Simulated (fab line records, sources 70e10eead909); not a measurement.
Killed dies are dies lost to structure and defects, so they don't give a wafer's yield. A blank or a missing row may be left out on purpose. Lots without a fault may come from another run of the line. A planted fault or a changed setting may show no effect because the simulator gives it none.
Chamber matching | flow nand_harc | NHARC_A_CHANNEL_FILL_D1_ALD_25 on ald_hk-04: 4 sister chambers
The step deposits SiOx, target thk 60 nm, pulse time 10 s, ald cycles 600. 18 wafers are shown with their chamber, then 9 later ones without.

WAFERS WITH THEIR CHAMBER
wafer  | chamber | heater_power_w (W) | precursor_pulse_height_rel
L074.4 | 2       | 497                | 0.998
L074.1 | 3       | 458                | 1.011
L074.2 | 1       | 466                | 1.015
L074.3 | 0       | 505                | 1.013
L074.5 | 2       | 492                | 1.008
L074.6 | 3       | 467                | 1.030
L076.1 | 0       | 501                | 1.020
L076.2 | 2       | 501                | 1.040
L076.5 | 3       | 461                | 1.024
L082.2 | 0       | 501                | 1.008
L082.4 | 1       | 465                | 1.020
L082.5 | 3       | 448                | 1.008
L085.3 | 2       | 490                | 1.000
L085.5 | 0       | 494                | 1.022
L085.6 | 1       | 467                | 1.007
L086.1 | 2       | 468                | 0.985
L086.2 | 3       | 455                | 0.978
L086.3 | 0       | 504                | 0.991

SIGNATURES (means of the wafers above)
reading                    | chamber 0 | chamber 1 | chamber 2 | chamber 3 | scatter within a chamber
heater_power_w             | 501.00    | 466.00    | 489.60    | 457.80    | 8.16
precursor_pulse_height_rel | 1.01080   | 1.01400   | 1.00620   | 1.01020   | 0.017
Rule: a wafer's distance from a chamber is the root of the sum, over the readings, of the square of ((its reading less the chamber's mean) divided by the reading's scatter). The wafer belongs to the nearest chamber; if the next one is less than 2 further off, it can't be placed. The scatter: the root of (the sum of the squares of (reading less its chamber's mean) over the shown wafers, divided by (wafers less chambers)).

WAFERS WITHOUT THEIR CHAMBER
wafer  | heater_power_w (W) | precursor_pulse_height_rel
L086.4 | 463                | 1.006
L086.5 | 477                | 0.988
L086.6 | 441                | 0.978
L090.1 | 450                | 0.998
L090.2 | 470                | 0.997
L090.6 | 454                | 1.015
L095.1 | 473                | 0.968
L095.3 | 476                | 0.991
L095.6 | 500                | 0.991

WHICH CHAMBER EACH WENT THROUGH
wafer  | from the rows above               | in truth
L086.4 | can't be placed: 1 or 3           | 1
L086.5 | can't be placed: 2 or 1 or 3 or 0 | 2
L086.6 | can't be placed: 3 or 1           | 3
L090.1 | can't be placed: 3 or 1           | 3
L090.2 | can't be placed: 1 or 3 or 2      | 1
L090.6 | can't be placed: 3 or 1           | 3
L095.1 | can't be placed: 1 or 2 or 3 or 0 | 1
L095.3 | can't be placed: 1 or 2 or 3 or 0 | 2
L095.6 | can't be placed: 0 or 2           | 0
Placed correctly: 0 of 9. Can't be placed from these rows: 9 (the true chamber is among the candidates in 9). Placed wrongly: 0.
